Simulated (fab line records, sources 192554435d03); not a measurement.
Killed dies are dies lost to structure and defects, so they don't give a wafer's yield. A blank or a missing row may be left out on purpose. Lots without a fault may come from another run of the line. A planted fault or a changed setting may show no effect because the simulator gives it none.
A struck lot beside a sound one | flow n5_finfet | 36 steps out of a route of 1938
Sound: wafers L484.2, L484.3, L484.6. Struck: wafers L473.1, L473.4. The cause comes at the end.
At each step with rows: each side's tool, then ch and its chambers, then its first start. Under that, the readings that differ: sound wafers | struck wafers | difference of the means | sigmas: that difference in standard deviations of wafers without a fault.
alike: readings whose means differ by less than 2 such deviations, and words and numbers that are the same on both sides. not compared: withheld readings, readings that some wafer has no value for, bounds like >300 that may hide the same value, and numbers for which the record gives no deviation and whose values overlap.
The two part at a step that has a row with sigmas, a row that says differs or no value, or rows on one side only. Numbers that don't overlap but have no deviation are shown without sigmas and don't part them. A reading that every wafer of one side lacks parts them only if that side has two wafers or more.

first, 8 steps without rows for these wafers: N5_BEOL_M0_ECD_118 (material Cu, target thk 300 nm); N5_BEOL_M0_ANNEAL_119 (time 90 s); N5_BEOL_M0_CMP_120 (polishes, stops on SiOC, t overpolish 6.9 s); N5_BEOL_M0_PRE_CLEAN_131 (time 15 s); N5_BEOL_M0_CO_CAP_123 (material Co, precursor CCTBA/H2, target thk 2 nm, time 102.1 s); N5_BEOL_M0_PRE_CLEAN_124 (time 15 s); N5_BEOL_M0_DEP_125 (deposits SiCN from 3MS/NH3, target thk 8 nm, time 14 s); N5_BEOL_M1_ILD_DEP_00 (deposits SiOC from DEMS/O2, target thk 79 nm, time 15.3 s).
N5_BEOL_M1_PECVD_72: deposits SiO2 from TEOS/O2, target thk 16 nm, time 18 s.
  sound on pecvd-03 ch 0,2, day 11 06:06; struck on pecvd-03 ch 0,2, day 8 13:04
  reading                                    | sound          | struck    | difference | sigmas
  model.SiO2_of_BEOL_M1_PECVD_72.thk_nm (nm) | 15.8 15.6 16.2 | 15.2 15.2 | -0.7       |
  alike: heater_power_w, showerhead_plenum_p_Torr, throttle_valve_pct
then, 25 steps without rows for these wafers: N5_BEOL_M1_HM_DEP_02 (deposits TiN, target thk 20 nm); N5_BEOL_M1_COAT_61 (time 60 s, resist thk 60 nm); N5_BEOL_M1_COAT_62 (time 60 s, resist thk 12 nm); N5_BEOL_M1_COAT_73 (time 60 s, resist thk 5 nm); N5_BEOL_M1_COAT_05 (resist thk 30 nm); N5_BEOL_M1_EBR_07; N5_BEOL_M1_SOFTBAKE_06 (time 60 s); N5_BEOL_M1_EXPOSE_08 (exposes mask M1); N5_BEOL_M1_PEB_09 (peb time 60 s); N5_BEOL_M1_DEVELOP_10 (develop time 30 s); N5_BEOL_M1_DESCUM_16 (chemistry O2, time 7 s); N5_BEOL_M1_ETCH_74 (etches underlayer in N2/H2, target depth 6.5 nm, time 5.2 s); N5_BEOL_M1_ETCH_63 (etches SiARC in CF4, target depth 15.6 nm, time 26 s); N5_BEOL_M1_ETCH_64 (etches SOC in N2/H2, target depth 75 nm, overetch 15 nm, time 112.5 s); N5_BEOL_M1_STRIP_65 (strips in N2/H2); N5_BEOL_M1_STRIP_75 (strips in N2/H2); N5_BEOL_M1_STRIP_66 (strips in CF4); N5_BEOL_M1_HM_OPEN_17 (chemistry Cl2/BCl3, target TiN, target depth 20 nm, overetch 6 nm); N5_BEOL_M1_STRIP_19 (strips in O2); N5_BEOL_M1_COAT_67 (time 60 s, resist thk 60 nm); N5_BEOL_M1_COAT_68 (time 60 s, resist thk 12 nm); N5_BEOL_M1_COAT_76 (time 60 s, resist thk 5 nm); N5_BEOL_M1_COAT_22 (resist thk 30 nm); N5_BEOL_M1_EBR_24; N5_BEOL_M1_SOFTBAKE_23 (time 60 s).
N5_BEOL_M1_HM_STRIP_39: strips TiN in peroxide tin strip, target depth 25 nm, time 158 s.
  sound on wet_bench-02 ch 3,6,7, day 11 09:35; struck on wet_bench-01 ch 4,7, day 8 18:13
  reading                                    | sound        | struck | difference | sigmas
  model.SiO2_of_BEOL_M1_PECVD_72.thk_nm (nm) | 15.8 15.4 16 | 15 15  | -1         |
N5_BEOL_M4_RC_MEAS_101:
  sound on prober-02 ch 0, day 13 03:47; struck on prober-01 ch 0, day 10 07:11
  alike: DIBL_N, DIBL_P, IOFF_N, IOFF_P, ION_N, ION_P, SS_N, SS_P, VT_N, VT_P

WHERE THEY PART
Nowhere in this record.

WHY: what the simulator had put in
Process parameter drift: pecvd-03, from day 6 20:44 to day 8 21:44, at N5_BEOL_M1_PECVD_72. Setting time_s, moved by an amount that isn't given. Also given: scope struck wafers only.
